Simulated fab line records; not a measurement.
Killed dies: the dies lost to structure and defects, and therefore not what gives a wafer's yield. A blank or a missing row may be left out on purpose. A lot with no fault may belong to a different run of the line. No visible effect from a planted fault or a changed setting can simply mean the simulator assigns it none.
fab line records -- flow n5-finfet
record: lots: 5, wafers: 13, last-day: 16
route steps=1938 shown BEOL_M1@758 BEOL_M4@1111
lots that met no fault: from a run of the same line without faults
start-h: hours from the record's opening day to when the first of the lot's shown wafers began -- wait-h: time in hours since the lot's previous step -- " the same as in the row above -- L1.1+2: a row that stands for several wafers -- - no value present, or no start provided -- * or withheld: withheld -- < > ~ a bound
route shown NAME@n: a module of which the file shows steps, and the number in the route of the first -- usual: the fault-free wafers' mean and standard deviation -- same: alike in all rows -- chamber/n: place in a boat -- sites: readings site by site -- _std_site: how widely they spread, as a standard deviation -- _edge_site: outer sites' mean less inner sites' -- radius-mm: how far each site lies from the wafer's centre -- mask NAME#n: copy n -- behind: the tool/chamber that last shaped the wafer -- hold: reason for holding the lot/hours on hold/outcome of the hold -- device: the transistor (n, p or np) that didn't switch -- end of line: the tests these same wafers got at the end of their route -- a step without rows: its recipe alone -- killed: count of dies lost to structure and defects at first sort (not the wafer's yield) -- map: a wafer's dies, marking killed ones x, the rest . and places with no die _
set.NAME: the run value of the setting; set.NAME@STEP: its run value at that earlier step -- model.NAME: the simulator's own value behind a step, which no gauge read
lots at selected steps of the route; one table per step, one row per wafer
services: from which hour (start-h, from the record's first day; less than 0 if before it) a tool's chamber was out of use, for how many hours, and why
== steps ==
step: N5_BEOL_M1_COAT_05
recipe: resist: CAR-EUV, spin-rpm: 1500, resist-thk-nm: 30
step: N5_BEOL_M1_EBR_07
recipe: solvent: PGMEA, ebr-width-mm: 1.5
step: N5_BEOL_M1_SOFTBAKE_06
recipe: temp-c: 110, time-s: 60, resist: CAR-EUV
step: N5_BEOL_M1_EXPOSE_08
recipe: mask-id: M1, na: 0.33, source-shape: dipole, sigma-inner: 0.369, sigma-outer: 0.767, polarization: unpolarized, dose-mj: 33
step: N5_BEOL_M1_PEB_09
recipe: peb-temp-c: 100, peb-time-s: 60, resist: CAR-EUV
step: N5_BEOL_M1_DEVELOP_10
recipe: develop-time-s: 30, developer: TMAH, resist: CAR-EUV, rinse-liquid: surfactant-rinse, dry: air-spin, dev-temp-c: 23
step: N5_BEOL_M1_CD_MEAS_11
recipe: target-cd-nm: 17.05, landing-energy-ev: 500, detector: se-inlens, polarity: opening
usual: cd-nm: 17.05/0.25
lot.wafer,tool,chamber,start-h,wait-h,cd-nm
L254.3,cd-sem-03,0,121.50,-,16.84
L254.4,cd-sem-03,0,121.50,-,17.35
L254.5,cd-sem-03,0,121.50,-,16.69
L264.1,cd-sem-01,0,175.35,-,17.54
L264.4,cd-sem-01,0,175.35,-,17.11
L264.5,cd-sem-01,0,175.35,-,17.37
L263.5,cd-sem-02,0,177.92,-,17.30
L269.3,cd-sem-02,0,215.11,-,17.47
L269.4,cd-sem-02,0,215.11,-,17.26
L269.6,cd-sem-02,0,215.11,-,16.71
L275.1,cd-sem-03,0,251.59,-,17.15
L275.2,cd-sem-03,0,251.59,-,16.81
L275.6,cd-sem-03,0,251.59,-,16.91
step: N5_BEOL_M1_OVL_MEAS_12
recipe: points-per-wafer: 522
usual: M1_OVL: -0.1/0.8
lot.wafer,tool,chamber,start-h,wait-h,M1_OVL[nm]
L254.3,overlay-02,0,121.54,0.0,-1.2
L254.4,overlay-02,0,121.54,0.0,-0.9
L254.5,overlay-02,0,121.54,0.0,-0.7
L264.1,overlay-01,0,175.38,0.0,-1.5
L264.4,overlay-01,0,175.38,0.0,-1.6
L264.5,overlay-01,0,175.38,0.0,-1.0
L263.5,overlay-02,0,177.97,0.0,-1.2
L269.3,overlay-01,0,215.15,0.0,0.1
L269.4,overlay-01,0,215.15,0.0,1.0
L269.6,overlay-01,0,215.15,0.0,0.1
L275.1,overlay-02,0,251.62,0.0,0.1
L275.2,overlay-02,0,251.62,0.0,0.9
L275.6,overlay-02,0,251.62,0.0,0.6
step: N5_BEOL_M1_INSPECT_13
recipe: mode: adi, inspect-instrument: brightfield
usual: raw-defect-count: 428/90
lot.wafer,tool,chamber,start-h,wait-h,raw-defect-count
L254.3,defect-inspect-01,-,121.59,0.0,712
L254.4,defect-inspect-01,-,121.59,0.0,283
L254.5,defect-inspect-01,-,121.59,0.0,327
L264.1,defect-inspect-01,-,175.44,0.1,476
L264.4,defect-inspect-01,-,175.44,0.1,450
L264.5,defect-inspect-01,-,175.44,0.1,344
L263.5,defect-inspect-02,-,178.00,0.0,540
L269.3,defect-inspect-02,-,215.20,0.0,436
L269.4,defect-inspect-02,-,215.20,0.0,410
L269.6,defect-inspect-02,-,215.20,0.0,557
L275.1,defect-inspect-01,-,251.68,0.1,360
L275.2,defect-inspect-01,-,251.68,0.1,361
L275.6,defect-inspect-01,-,251.68,0.1,484
step: N5_BEOL_M1_DESCUM_16
recipe: chemistry: O2, time-s: 7, source-power-w: 50, bias-power-w: 20, pressure-mtorr: 20, rf-frequency-hz: 2.712e+07, temp-c: 40, resist: CAR-EUV, o2-flow-sccm: 225
usual: drypump-motor-current-A: 5.6/0.44, oes-product-au: 0.81/0.085, rf-vpp-V: 243.5/1.5, showerhead-plenum-p-Torr: 2.12/0.084, throttle-valve-pct: 20.45/0.23
lot.wafer,tool,chamber,start-h,wait-h,drypump-motor-current-A,oes-product-au,rf-hours-counter-h,rf-vpp-V,showerhead-plenum-p-Torr,throttle-valve-pct
L254.3,rie-diel-03,1,121.62,0.0,5.9,0.91,22,244.0,2.14,20.33
L254.4,rie-diel-03,0,121.62,0.0,5.2,0.71,217,240.7,1.98,20.67
L254.5,rie-diel-03,0,121.62,0.0,5.2,0.71,-,242.3,1.99,20.66
L264.1,rie-diel-01,0,175.53,0.1,5.0,0.88,44,244.1,2.23,20.46
L264.4,rie-diel-01,2,175.53,0.1,5.5,0.69,243,242.3,2.06,20.58
L264.5,rie-diel-01,1,175.53,0.1,6.0,0.88,-,245.7,2.23,19.99
L263.5,rie-diel-01,2,178.05,0.0,5.5,0.68,-,242.8,2.06,20.56
L269.3,rie-diel-04,0,215.23,0.0,5.8,0.67,257,246.3,2.13,20.56
L269.4,rie-diel-04,1,215.23,0.0,5.7,0.82,-,241.7,2.03,20.16
L269.6,rie-diel-04,0,215.23,0.0,5.8,0.67,-,244.2,2.13,20.58
L275.1,rie-diel-03,2,252.43,0.8,5.4,0.79,108,245.3,2.20,20.78
L275.2,rie-diel-03,0,252.43,0.8,5.2,0.94,4,246.1,2.24,20.35
L275.6,rie-diel-03,2,252.43,0.8,5.4,0.79,-,244.8,2.20,20.78
step: N5_BEOL_M1_ETCH_74
recipe: chemistry: N2/H2, target: underlayer, target-depth-a: 65, mask-material: CAR-EUV, time-s: 5.2, ion-energy-ev: 200, pressure-mtorr: 30, source-w: 840, bias-w: 150, n2-flow-sccm: 200, h2-flow-sccm: 200, ends: cleared
usual: bias-w: 150.0/0.4, drypump-motor-current-A: 5.6/0.43, etch-rf-on-time-s: 5.15/0.079, oes-product-au: 0.69/0.071, rf-vpp-V: 525/3.1, showerhead-plenum-p-Torr: 2.57/0.099, throttle-valve-pct: 17.85/0.23
lot.wafer,tool,chamber,start-h,wait-h,bias-w,drypump-motor-current-A,etch-rf-on-time-s,oes-product-au,rf-hours-counter-h,rf-vpp-V,showerhead-plenum-p-Torr,throttle-valve-pct
L254.3,rie-diel-03,1,121.66,0.0,149.4,6.0,5.17,0.78,22,523,2.59,17.68
L254.4,rie-diel-03,0,121.66,0.0,150.6,5.2,5.20,0.60,217,517,2.42,18.03
L254.5,rie-diel-03,0,121.66,0.0,150.4,5.3,5.20,0.61,-,520,2.41,18.07
L264.1,rie-diel-01,0,175.56,0.0,150.0,5.0,5.14,0.74,44,526,2.70,17.90
L264.4,rie-diel-01,2,175.56,0.0,149.8,5.5,5.14,0.59,243,523,2.51,18.10
L264.5,rie-diel-01,1,175.56,0.0,149.7,5.9,5.07,0.74,-,525,2.70,17.33
L263.5,rie-diel-01,2,178.08,0.0,150.4,5.5,5.15,0.59,-,524,2.51,18.06
L269.3,rie-diel-04,0,215.27,0.0,149.6,5.7,5.11,0.58,257,527,2.60,18.04
L269.4,rie-diel-04,1,215.27,0.0,149.3,5.7,5.15,0.70,-,523,2.47,17.60
L269.6,rie-diel-04,0,215.27,0.0,149.3,5.8,5.17,0.58,-,526,2.60,18.07
L275.1,rie-diel-03,2,252.46,0.0,150.1,5.4,5.08,0.69,108,528,2.67,18.14
L275.2,rie-diel-03,0,252.46,0.0,150.4,5.2,4.99,0.81,4,529,2.72,17.70
L275.6,rie-diel-03,2,252.46,0.0,150.3,5.4,5.04,0.70,-,527,2.67,18.15
step: N5_BEOL_M1_ETCH_63
recipe: chemistry: CF4, target: SiARC, target-depth-a: 156, mask-material: CAR-EUV, time-s: 26, ion-energy-ev: 80, pressure-mtorr: 40, source-w: 545, bias-w: 36, Ar_flow_sccm: 100, cf4-flow-sccm: 100, ends: cleared
usual: bias-w: 36.00/0.11, drypump-motor-current-A: 5.6/0.43, etch-rf-on-time-s: 25.8/0.4, mfc-ar-sccm: 99.9/0.33, oes-product-au: 0.69/0.071, rf-vpp-V: 184.3/1.3, showerhead-plenum-p-Torr: 2.16/0.079, throttle-valve-pct: 15.61/0.25
lot.wafer,tool,chamber,start-h,wait-h,bias-w,drypump-motor-current-A,etch-rf-on-time-s,mfc-ar-sccm,oes-product-au,rf-hours-counter-h,rf-vpp-V,showerhead-plenum-p-Torr,throttle-valve-pct
L254.3,rie-diel-03,1,121.67,0.0,35.95,5.9,25.3,100.0,0.78,22,184.5,2.19,15.44
L254.4,rie-diel-03,0,121.67,0.0,36.14,5.2,25.1,99.6,0.62,217,183.7,2.04,15.91
L254.5,rie-diel-03,0,121.67,0.0,35.87,5.3,25.1,100.0,0.62,-,181.9,2.04,15.90
L264.1,rie-diel-01,0,175.58,0.0,36.05,5.1,25.9,99.6,0.74,44,186.6,2.26,15.48
L264.4,rie-diel-01,2,175.58,0.0,35.91,5.5,25.9,99.8,0.58,243,184.2,2.12,15.83
L264.5,rie-diel-01,1,175.58,0.0,35.90,6.0,25.9,99.7,0.74,-,186.8,2.27,15.11
L263.5,rie-diel-01,2,178.10,0.0,36.03,5.5,25.9,99.9,0.59,-,183.9,2.12,15.84
L269.3,rie-diel-04,0,215.29,0.0,35.97,5.8,25.9,99.8,0.57,257,184.0,2.20,15.93
L269.4,rie-diel-04,1,215.29,0.0,36.08,5.7,26.1,100.0,0.70,-,183.0,2.08,15.32
L269.6,rie-diel-04,0,215.29,0.0,35.97,5.8,25.9,100.2,0.57,-,184.2,2.20,15.93
L275.1,rie-diel-03,2,252.48,0.0,36.01,5.4,25.4,100.3,0.70,108,186.1,2.24,15.87
L275.2,rie-diel-03,0,252.48,0.0,35.96,5.2,24.9,99.5,0.81,4,186.6,2.28,15.47
L275.6,rie-diel-03,2,252.48,0.0,35.81,5.4,25.7,100.2,0.69,-,185.8,2.24,15.86
step: N5_BEOL_M1_ETCH_64
recipe: chemistry: N2/H2, target: SOC, target-depth-a: 750, overetch-a: 150, mask-material: SiARC, temp-c: 40, time-s: 112.5, ion-energy-ev: 200, pressure-mtorr: 30, source-w: 840, bias-w: 150, n2-flow-sccm: 200, h2-flow-sccm: 200
usual: bias-w: 150.0/0.35, drypump-motor-current-A: 5.6/0.43, oes-product-au: 0.64/0.064, rf-vpp-V: 524.7/3, showerhead-plenum-p-Torr: 2.57/0.099, throttle-valve-pct: 17.81/0.23
lot.wafer,tool,chamber,start-h,wait-h,bias-w,drypump-motor-current-A,oes-product-au,rf-hours-counter-h,rf-vpp-V,showerhead-plenum-p-Torr,throttle-valve-pct,model.SiARC_of_BEOL_M1_COAT_62.thk-nm,model.BEOL_M1.cd-offset-nm
L254.3,rie-diel-03,1,121.70,0.0,149.8,5.9,0.71,22,526.3,2.59,17.64,6.8,0
L254.4,rie-diel-03,0,121.70,0.0,150.5,5.2,0.56,217,521.2,2.42,18.01,6.8,0
L254.5,rie-diel-03,0,121.70,0.0,149.3,5.2,0.56,-,520.5,2.42,18.02,6.8,-0.2
L264.1,rie-diel-01,0,175.61,0.0,150.0,5.1,0.69,44,528.7,2.70,17.85,6.8,0
L264.4,rie-diel-01,2,175.61,0.0,150.0,5.6,0.55,243,523.2,2.51,18.05,6.8,0
L264.5,rie-diel-01,1,175.61,0.0,149.6,6.0,0.69,-,529.5,2.70,17.30,6.8,0
L263.5,rie-diel-01,2,178.17,0.1,150.0,5.5,0.55,-,523.8,2.51,18.05,8,-0.6
L269.3,rie-diel-04,0,215.31,0.0,149.9,5.8,0.53,257,524.9,2.60,18.01,6.8,0
L269.4,rie-diel-04,1,215.31,0.0,150.0,5.7,0.64,-,521.7,2.47,17.57,6.8,0
L269.6,rie-diel-04,0,215.31,0.0,149.7,5.8,0.53,-,526.2,2.60,18.00,6.8,0
L275.1,rie-diel-03,2,252.51,0.0,150.0,5.4,0.64,108,526.1,2.67,18.09,6.6,0.2
L275.2,rie-diel-03,0,252.51,0.0,150.1,5.2,0.74,4,528.2,2.72,17.66,6.4,0
L275.6,rie-diel-03,2,252.51,0.0,149.7,5.4,0.64,-,528.2,2.67,18.09,6.8,0.4
step: N5_BEOL_M1_STRIP_65
recipe: chemistry: N2/H2, temp-c: 40, n2-flow-sccm: 200, h2-flow-sccm: 200, rf-frequency-hz: 6e+07
step: N5_BEOL_M1_STRIP_75
recipe: chemistry: N2/H2, temp-c: 40, n2-flow-sccm: 200, h2-flow-sccm: 200, rf-frequency-hz: 6e+07
step: N5_BEOL_M1_STRIP_66
recipe: chemistry: CF4, resist: SiARC, power-w: 300, bias-power-w: 75, pressure-mtorr: 50, cf4-flow-sccm: 150, rf-frequency-hz: 6e+07
usual: drypump-motor-current-A: 5.6/0.44, oes-product-au: 0.80/0.08, rf-vpp-V: 271.5/1.7, showerhead-plenum-p-Torr: 1.81/0.065, throttle-valve-pct: 13.57/0.26
lot.wafer,tool,chamber,start-h,wait-h,drypump-motor-current-A,oes-product-au,rf-hours-counter-h,rf-vpp-V,showerhead-plenum-p-Torr,throttle-valve-pct
L254.3,rie-diel-03,1,121.83,0.0,5.9,0.90,22,271.3,1.83,13.36
L254.4,rie-diel-03,0,121.83,0.0,5.2,0.71,217,270.7,1.71,13.88
L254.5,rie-diel-03,0,121.83,0.0,5.2,0.70,-,268.7,1.71,13.88
L264.1,rie-diel-01,0,175.73,0.0,5.1,0.86,44,272.2,1.89,13.40
L264.4,rie-diel-01,2,175.73,0.0,5.5,0.68,243,270.0,1.77,13.82
L264.5,rie-diel-01,1,175.73,0.0,6.0,0.86,-,274.5,1.90,13.11
L263.5,rie-diel-01,2,178.25,0.0,5.6,0.68,-,270.8,1.77,13.81
L269.3,rie-diel-04,0,215.44,0.0,5.8,0.66,257,272.3,1.84,13.93
L269.4,rie-diel-04,1,215.44,0.0,5.7,0.80,-,270.5,1.75,13.30
L269.6,rie-diel-04,0,215.44,0.0,5.8,0.66,-,272.2,1.84,13.94
L275.1,rie-diel-03,2,252.64,0.0,5.4,0.80,108,273.1,1.88,13.83
L275.2,rie-diel-03,0,252.64,0.0,5.2,0.91,4,272.5,1.91,13.42
L275.6,rie-diel-03,2,252.64,0.0,5.4,0.79,-,273.0,1.88,13.81
step: N5_BEOL_M1_HM_OPEN_17
recipe: chemistry: Cl2/BCl3, target-depth-a: 200, overetch-a: 60, target: TiN, mask-material: SOC, ion-energy-ev: 150, pressure-mtorr: 10, icp-w: 1000, bias-w: 126, Cl2_flow_sccm: 53.25, bcl3-flow-sccm: 21.75, Ar_flow_sccm: 25
usual: bcl3-flow-sccm: 21.75/0.063, bias-w: 126.0/0.34, drypump-motor-current-A: 5.6/0.41, mfc-ar-sccm: 25.01/0.074, oes-product-au: 0.68/0.072, throttle-valve-pct: 22.08/0.24
lot.wafer,tool,chamber,start-h,wait-h,bcl3-flow-sccm,bias-w,drypump-motor-current-A,mfc-ar-sccm,oes-product-au,rf-hours-counter-h,throttle-valve-pct,model.BEOL_M1.cd-offset-nm
L254.3,rie-metal-02,0,121.90,0.1,21.81,125.8,5.0,25.11,0.56,-,22.16,-0.2
L254.4,rie-metal-02,1,121.90,0.1,21.75,125.3,6.0,25.05,0.76,-,22.27,0
L254.5,rie-metal-02,1,121.90,0.1,21.75,125.9,6.0,25.01,0.77,-,22.26,0
L264.1,rie-metal-02,0,175.78,0.0,21.66,125.9,4.9,25.03,0.55,97,22.19,0
L264.4,rie-metal-02,0,175.78,0.0,21.73,125.5,5.0,24.95,0.55,-,22.18,-0.2
L264.5,rie-metal-02,0,175.78,0.0,21.73,125.6,4.9,24.93,0.55,-,22.18,0.2
L263.5,rie-metal-02,1,178.34,0.1,21.65,126.0,6.0,25.04,0.75,-,22.26,-0.6
L269.3,rie-metal-02,0,215.51,0.1,21.80,125.8,5.0,25.15,0.55,-,22.17,-0.2
L269.4,rie-metal-02,1,215.51,0.1,21.75,126.2,6.0,25.09,0.73,-,22.28,0
L269.6,rie-metal-02,1,215.51,0.1,21.67,126.5,6.0,25.00,0.73,-,22.30,0
L275.1,rie-metal-02,0,252.68,0.0,21.88,126.1,5.0,25.06,0.54,103,22.21,0.2
L275.2,rie-metal-02,1,252.68,0.0,21.67,126.1,6.0,24.94,0.71,21,22.29,0
L275.6,rie-metal-02,0,252.68,0.0,21.86,126.3,4.9,25.05,0.54,-,22.19,0.4
step: N5_BEOL_M1_STRIP_19
recipe: chemistry: O2, power-w: 400, temp-c: 40, pressure-mtorr: 30, rf-frequency-hz: 6e+07, bias-power-w: 0, overash-fraction: 0.2, o2-flow-sccm: 225
usual: drypump-motor-current-A: 5.5/0.42, oes-product-au: 0.81/0.084, rf-vpp-V: 3.6/0.43, showerhead-plenum-p-Torr: 2.12/0.083, throttle-valve-pct: 16.68/0.24
lot.wafer,tool,chamber,start-h,wait-h,drypump-motor-current-A,oes-product-au,rf-hours-counter-h,rf-vpp-V,showerhead-plenum-p-Torr,throttle-valve-pct
L254.3,rie-diel-01,3,121.98,0.1,5.4,0.91,27,3.3,2.14,16.54
L254.4,rie-diel-01,2,121.98,0.1,5.5,0.70,-,3.6,2.07,16.82
L254.5,rie-diel-01,3,121.98,0.1,5.4,0.91,-,4.1,2.14,16.54
L264.1,rie-diel-03,2,175.89,0.1,5.4,0.82,81,3.4,2.22,16.92
L264.4,rie-diel-03,0,175.89,0.1,5.2,0.71,235,3.7,1.98,16.97
L264.5,rie-diel-03,0,175.89,0.1,5.2,0.71,-,4.1,1.98,16.97
L263.5,rie-diel-04,2,178.41,0.0,5.8,0.69,-,3.1,2.16,16.96
L269.3,rie-diel-01,0,215.63,0.1,5.1,0.86,58,3.7,2.23,16.66
L269.4,rie-diel-01,3,215.63,0.1,5.4,0.86,-,4.1,2.13,16.60
L269.6,rie-diel-01,1,215.63,0.1,6.0,0.86,-,4.0,2.23,16.25
L275.1,rie-diel-01,0,252.84,0.1,5.1,0.85,71,3.9,2.22,16.67
L275.2,rie-diel-01,3,252.84,0.1,5.4,0.84,71,3.6,2.12,16.62
L275.6,rie-diel-01,2,252.84,0.1,5.5,0.93,-,3.4,2.06,16.42
step: N5_BEOL_M1_CD_MEAS_18
recipe: pitch-nm: 36, target-cd-nm: 18
usual: cd-nm: 18.02/0.26
lot.wafer,tool,chamber,start-h,wait-h,cd-nm
L254.3,cd-sem-03,-,122.05,0.1,17.92
L254.4,cd-sem-03,-,122.05,0.1,17.87
L254.5,cd-sem-03,-,122.05,0.1,18.11
L264.1,cd-sem-01,-,175.97,0.1,18.00
L264.4,cd-sem-01,-,175.97,0.1,17.74
L264.5,cd-sem-01,-,175.97,0.1,17.92
L263.5,cd-sem-03,-,178.47,0.0,17.23
L269.3,cd-sem-02,-,215.70,0.1,17.83
L269.4,cd-sem-02,-,215.70,0.1,18.13
L269.6,cd-sem-02,-,215.70,0.1,17.76
L275.1,cd-sem-02,-,252.92,0.1,18.17
L275.2,cd-sem-02,-,252.92,0.1,17.89
L275.6,cd-sem-02,-,252.92,0.1,18.52
step: N5_BEOL_M1_COAT_67
recipe: resist: SOC, temp-c: 250, time-s: 60, spin-rpm: 1500, resist-thk-nm: 60
step: N5_BEOL_M4_RC_MEAS_101
usual: DIBL_N: 36.4/1.3, DIBL_P: 36.5/1.7, IOFF_N: 0.154/0.022, IOFF_P: 0.202/0.025, ION_N: 671/9.8, ION_P: 460/6.8, SS_N: 71.6/0.54, SS_P: 73.4/0.58, VT_N: 250.9/2.8, VT_P: -251.4/2.7
lot.wafer,tool,chamber,start-h,wait-h,DIBL_N[mV/V],DIBL_P[mV/V],IOFF_N[nA/um],IOFF_P[nA/um],ION_N[uA/um],ION_P[uA/um],SS_N[mV/dec],SS_P[mV/dec],VT_N[mV],VT_P[mV]
L254.3,prober-01,0,168.19,0.3,39.2,37.6,0.178,0.219,674,463,72.4,74.0,250.6,-252.2
L254.4,prober-01,0,168.19,0.3,39.8,39.4,0.197,0.238,675,463,72.7,74.7,245.5,-250.4
L254.5,prober-01,0,168.19,0.3,37.8,36.3,0.156,0.205,671,460,71.9,73.5,251.4,-251.0
L264.1,prober-01,0,220.71,0.0,35.5,34.0,0.128,0.193,665,465,71.0,72.4,253.5,-250.1
L264.4,prober-01,0,220.71,0.0,36.4,35.6,0.153,0.212,674,466,71.6,73.0,248.7,-251.0
L264.5,prober-01,0,220.71,0.0,35.0,33.7,0.125,0.180,675,466,70.8,72.0,253.2,-252.8
L263.5,prober-01,0,224.86,0.6,34.7,35.0,0.129,0.174,655,453,71.5,73.2,253.7,-253.0
L269.3,prober-01,0,261.55,0.3,38.4,39.2,0.214,0.277,691,468,72.1,74.0,245.4,-247.7
L269.4,prober-01,0,261.55,0.3,36.5,35.6,0.162,0.218,676,462,71.5,72.8,249.8,-249.8
L269.6,prober-01,0,261.55,0.3,35.8,35.1,0.151,0.196,667,457,71.7,73.3,250.2,-249.2
L275.1,prober-02,0,287.30,0.0,36.3,38.6,0.164,0.216,668,460,72.2,73.7,250.2,-250.6
L275.2,prober-02,0,287.30,0.0,36.8,39.9,0.183,0.232,689,467,72.2,74.2,248.2,-252.3
L275.6,prober-02,0,287.30,0.0,37.6,40.3,0.190,0.243,678,461,71.9,74.7,247.6,-248.9
== services ==
tool,chamber,start-h,hours,kind
rie-diel-01,0,102.36,22.0,repair
rie-diel-04,1,105.96,14.5,repair
rie-diel-04,3,120.72,9.8,repair
rie-diel-03,2,147.89,8.5,repair
rie-diel-04,-,150.63,0.2,repair
rie-diel-01,2,163.08,6.8,repair
rie-diel-04,0,179.56,5.8,repair
rie-diel-04,3,185.77,45.5,repair
rie-diel-01,2,199.95,-,clean
rie-diel-01,2,199.95,-,consumable-replace:focus-ring
rie-diel-01,2,199.95,21.3,scheduled-down
rie-diel-01,2,199.95,21.3,vent-cycle
rie-diel-03,0,219.55,-,clean
rie-diel-03,0,219.55,-,consumable-replace:focus-ring
rie-diel-03,0,219.55,-,consumable-replace:showerhead
rie-diel-03,0,219.55,19.9,scheduled-down
rie-diel-03,0,219.55,19.9,vent-cycle
rie-metal-02,0,229.56,9.1,repair
rie-diel-04,0,242.16,-,clean
rie-diel-04,0,242.16,-,consumable-replace:focus-ring
rie-diel-04,0,242.16,16.1,scheduled-down
rie-diel-04,1,246.44,6.6,repair
rie-diel-04,2,248.61,3.7,repair
rie-metal-02,-,250.37,0.5,repair
== key ==
first-sign: step: N5_BEOL_M1_CD_MEAS_18, reading: cd-nm, direction: down, sigmas: 3.1, usual: 18.02, struck: 17.23
effect none on later readings
model-effect: step: N5_BEOL_M1_ETCH_64, value: SiARC_of_BEOL_M1_COAT_62.thk-nm, without: 6.8, struck: 8
model-effect: step: N5_BEOL_M1_HM_OPEN_17, value: BEOL_M1.cd-offset-nm, without: 0, struck: -0.6
met-at N5_BEOL_M1_ETCH_64
struck-wafers L263.5
onset-between 175.61 178.17
also-fits N5_BEOL_M1_DESCUM_16:rie-diel-01,N5_BEOL_M1_ETCH_74:rie-diel-01,N5_BEOL_M1_ETCH_63:rie-diel-01,N5_BEOL_M1_STRIP_66:rie-diel-01
earlier-fault: kind: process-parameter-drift, tool: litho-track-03, chamber: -, onset-h: 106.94, steps: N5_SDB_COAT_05, channel: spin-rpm, offset: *, shape: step, acts-in: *, stated: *
fault: kind: process-parameter-drift, tool: rie-diel-01, chamber: 2, onset-h: 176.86, steps: N5_BEOL_M1_ETCH_64, channel: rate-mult, offset: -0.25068, shape: step
